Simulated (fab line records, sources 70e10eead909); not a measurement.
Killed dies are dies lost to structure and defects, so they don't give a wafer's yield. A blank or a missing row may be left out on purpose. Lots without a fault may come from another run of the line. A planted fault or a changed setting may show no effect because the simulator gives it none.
Which tool did it? | flow nand_harc | 6 lots, 18 wafers sampled, at 4 steps of a route of 1159

WHAT THE GAUGES READ, wafer by wafer
NHARC_A_CONTACT_CD_MEAS_69: target cd 200 nm.
lot  | measured     | on        | cd_nm (nm)
L895 | day 17 02:18 | cd_sem-03 | 200.2 199.6 198.8
L896 | day 18 03:29 | cd_sem-03 | 199.7 200.1 199.7
L900 | day 18 16:51 | cd_sem-02 | 199.9 200.9 199.5
L901 | day 19 08:40 | cd_sem-01 | 200.1 200.3 200.5
L905 | day 19 18:24 | cd_sem-01 | 199.8 199.4 199.2
L908 | day 20 21:33 | cd_sem-01 | 185.3 184.9 184.7

WHICH TOOL RAN EACH LOT (tool, then ch and the chambers of the sampled wafers, then the start)
lot  | NHARC_A_CONTACT_ETCH_112             | NHARC_A_CONTACT_ETCH_120             | NHARC_A_CONTACT_EXPOSE_66
L895 | har_cap_etch-02 ch 0,1, day 16 17:50 | har_cap_etch-02 ch 0,1, day 16 18:34 | arfi_scanner-02 ch 0, day 17 02:10
L896 | har_cap_etch-01 ch 0,1, day 17 19:49 | har_cap_etch-01 ch 0,1, day 17 20:47 | arfi_scanner-01 ch 0, day 18 03:22
L900 | har_cap_etch-03 ch 0,1, day 18 10:02 | har_cap_etch-03 ch 0,1, day 18 11:00 | arfi_scanner-02 ch 0, day 18 16:43
L901 | har_cap_etch-01 ch 0,1, day 19 02:51 | har_cap_etch-01 ch 0,1, day 19 03:35 | arfi_scanner-02 ch 0, day 19 08:31
L905 | har_cap_etch-03 ch 0,1, day 19 11:15 | har_cap_etch-03 ch 0,1, day 19 11:59 | arfi_scanner-02 ch 0, day 19 18:16
L908 | har_cap_etch-02 ch 0,1, day 20 12:16 | har_cap_etch-02 ch 0,1, day 20 12:59 | arfi_scanner-02 ch 0, day 20 21:25
- NHARC_A_CONTACT_ETCH_112: etches the open film in C4F8/O2/Ar, time 94 s, target depth 922 nm.
- NHARC_A_CONTACT_ETCH_120: etches the open film in C4F8/O2/Ar, time 94 s, target depth 922 nm.
- NHARC_A_CONTACT_EXPOSE_66: exposes mask A CC 2.

THE ANSWER, worked out from the rows above alone
Rule: what is usual is taken from the lots themselves. Put in order of their means at a reading, lots are off if they are a third of the lots or fewer, leave a main group of 4 or more, and stand apart from it by a gap of 3 or more times the standard deviation of the main group's means; of several such gaps the widest counts. A main group whose means are all the same, to the digits that the tables above print for the reading, isn't used. A lot without any number at a reading at which 4 lots or more have one is off too. The other lots that the step has rows for count as sound.
Off: L908, at NHARC_A_CONTACT_CD_MEAS_69 (cd_nm). The main group: mean 199.8 nm, standard deviation 0.32.
A tool fits if, at a process step before that reading, it ran every lot that is off, and no sound lot after the first of them. The gauges at NHARC_A_CONTACT_CD_MEAS_69 are tried like those tools. Can't be told from this: 3 tools fit, har_cap_etch-02 at NHARC_A_CONTACT_ETCH_112 and NHARC_A_CONTACT_ETCH_120, arfi_scanner-02 at NHARC_A_CONTACT_EXPOSE_66, cd_sem-01 at NHARC_A_CONTACT_CD_MEAS_69.

WHAT THE SIMULATOR HAD PUT IN
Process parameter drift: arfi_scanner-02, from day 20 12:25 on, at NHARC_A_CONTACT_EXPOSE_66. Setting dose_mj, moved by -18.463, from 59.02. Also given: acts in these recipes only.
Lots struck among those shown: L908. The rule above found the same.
